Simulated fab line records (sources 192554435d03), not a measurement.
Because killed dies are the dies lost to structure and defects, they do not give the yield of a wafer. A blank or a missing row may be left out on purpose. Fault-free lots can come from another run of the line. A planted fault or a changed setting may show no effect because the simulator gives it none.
Matching of chambers / flow n5-finfet / 3 sister chambers for N5_BEOL_M7_PECVD_70 on pecvd-02
The step deposits SiO2 from TEOS/O2, target thk 20 nm, time 22.7 s. 16 wafers are shown with their chamber, then 8 later ones without.

EACH WAFER AND ITS CHAMBER
wafer=L078.1; chamber=0; throttle-valve-pct (%)=20.6; heater-power-w (W)=660; showerhead-plenum-p-Torr (Torr)=8.71
wafer=L078.3; chamber=1; throttle-valve-pct (%)=21.3; heater-power-w (W)=644; showerhead-plenum-p-Torr (Torr)=8.74
wafer=L078.6; chamber=0; throttle-valve-pct (%)=20.7; heater-power-w (W)=653; showerhead-plenum-p-Torr (Torr)=8.71
wafer=L081.1; chamber=2; throttle-valve-pct (%)=19.2; heater-power-w (W)=784; showerhead-plenum-p-Torr (Torr)=8.75
wafer=L081.5; chamber=0; throttle-valve-pct (%)=20.5; heater-power-w (W)=604; showerhead-plenum-p-Torr (Torr)=8.71
wafer=L081.6; chamber=2; throttle-valve-pct (%)=19.4; heater-power-w (W)=782; showerhead-plenum-p-Torr (Torr)=8.73
wafer=L086.1; chamber=1; throttle-valve-pct (%)=20.8; heater-power-w (W)=705; showerhead-plenum-p-Torr (Torr)=8.73
wafer=L086.3; chamber=2; throttle-valve-pct (%)=19.5; heater-power-w (W)=743; showerhead-plenum-p-Torr (Torr)=8.71
wafer=L086.5; chamber=1; throttle-valve-pct (%)=21.1; heater-power-w (W)=722; showerhead-plenum-p-Torr (Torr)=8.75
wafer=L087.3; chamber=0; throttle-valve-pct (%)=20.7; heater-power-w (W)=644; showerhead-plenum-p-Torr (Torr)=8.71
wafer=L087.4; chamber=0; throttle-valve-pct (%)=20.7; heater-power-w (W)=673; showerhead-plenum-p-Torr (Torr)=8.72
wafer=L087.5; chamber=1; throttle-valve-pct (%)=21.4; heater-power-w (W)=713; showerhead-plenum-p-Torr (Torr)=8.71
wafer=L089.1; chamber=0; throttle-valve-pct (%)=20.8; heater-power-w (W)=618; showerhead-plenum-p-Torr (Torr)=8.70
wafer=L089.4; chamber=0; throttle-valve-pct (%)=20.7; heater-power-w (W)=636; showerhead-plenum-p-Torr (Torr)=8.68
wafer=L089.6; chamber=2; throttle-valve-pct (%)=19.2; heater-power-w (W)=794; showerhead-plenum-p-Torr (Torr)=8.72
wafer=L092.1; chamber=0; throttle-valve-pct (%)=20.9; heater-power-w (W)=699; showerhead-plenum-p-Torr (Torr)=8.70

SIGNATURES (means of the wafers above)
reading=throttle-valve-pct; chamber 0=20.700; chamber 1=21.150; chamber 2=19.325; scatter within a chamber=0.17
reading=heater-power-w; chamber 0=648.38; chamber 1=696.00; chamber 2=775.75; scatter within a chamber=29.9
reading=showerhead-plenum-p-Torr; chamber 0=8.7050; chamber 1=8.7325; chamber 2=8.7275; scatter within a chamber=0.0145
Rule: for a wafer and a chamber, the distance is found by dividing, reading by reading, the gap between the wafer's reading and the chamber's mean by the reading's scatter, squaring, summing and taking the root. If the next closest chamber is less than 2 further off than the closest, the wafer can't be placed; otherwise it belongs to the closest. The scatter is the square root of a quotient: the sum, over the shown wafers, of each reading's squared deviation from its chamber's mean, divided by wafers minus chambers.

WAFERS WHOSE CHAMBER IS MISSING
wafer=L092.4; throttle-valve-pct (%)=21.3; heater-power-w (W)=643; showerhead-plenum-p-Torr (Torr)=8.75
wafer=L092.6; throttle-valve-pct (%)=20.8; heater-power-w (W)=705; showerhead-plenum-p-Torr (Torr)=8.70
wafer=L094.1; throttle-valve-pct (%)=19.1; heater-power-w (W)=801; showerhead-plenum-p-Torr (Torr)=8.71
wafer=L094.2; throttle-valve-pct (%)=21.2; heater-power-w (W)=665; showerhead-plenum-p-Torr (Torr)=8.74
wafer=L094.5; throttle-valve-pct (%)=21.3; heater-power-w (W)=672; showerhead-plenum-p-Torr (Torr)=8.76
wafer=L096.1; throttle-valve-pct (%)=21.4; heater-power-w (W)=682; showerhead-plenum-p-Torr (Torr)=8.74
wafer=L096.2; throttle-valve-pct (%)=20.7; heater-power-w (W)=643; showerhead-plenum-p-Torr (Torr)=8.70
wafer=L096.6; throttle-valve-pct (%)=21.2; heater-power-w (W)=689; showerhead-plenum-p-Torr (Torr)=8.74

CHAMBER TAKEN BY EACH
wafer=L092.4; from the rows above=1; in truth=1
wafer=L092.6; from the rows above=can't be placed: 0 or 1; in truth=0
wafer=L094.1; from the rows above=2; in truth=2
wafer=L094.2; from the rows above=1; in truth=1
wafer=L094.5; from the rows above=1; in truth=1
wafer=L096.1; from the rows above=1; in truth=1
wafer=L096.2; from the rows above=0; in truth=0
wafer=L096.6; from the rows above=1; in truth=1
Placed correctly: 7 of 8. Can't be placed from these rows: 1 (the true chamber is among the candidates in 1). Wrongly placed: 0.
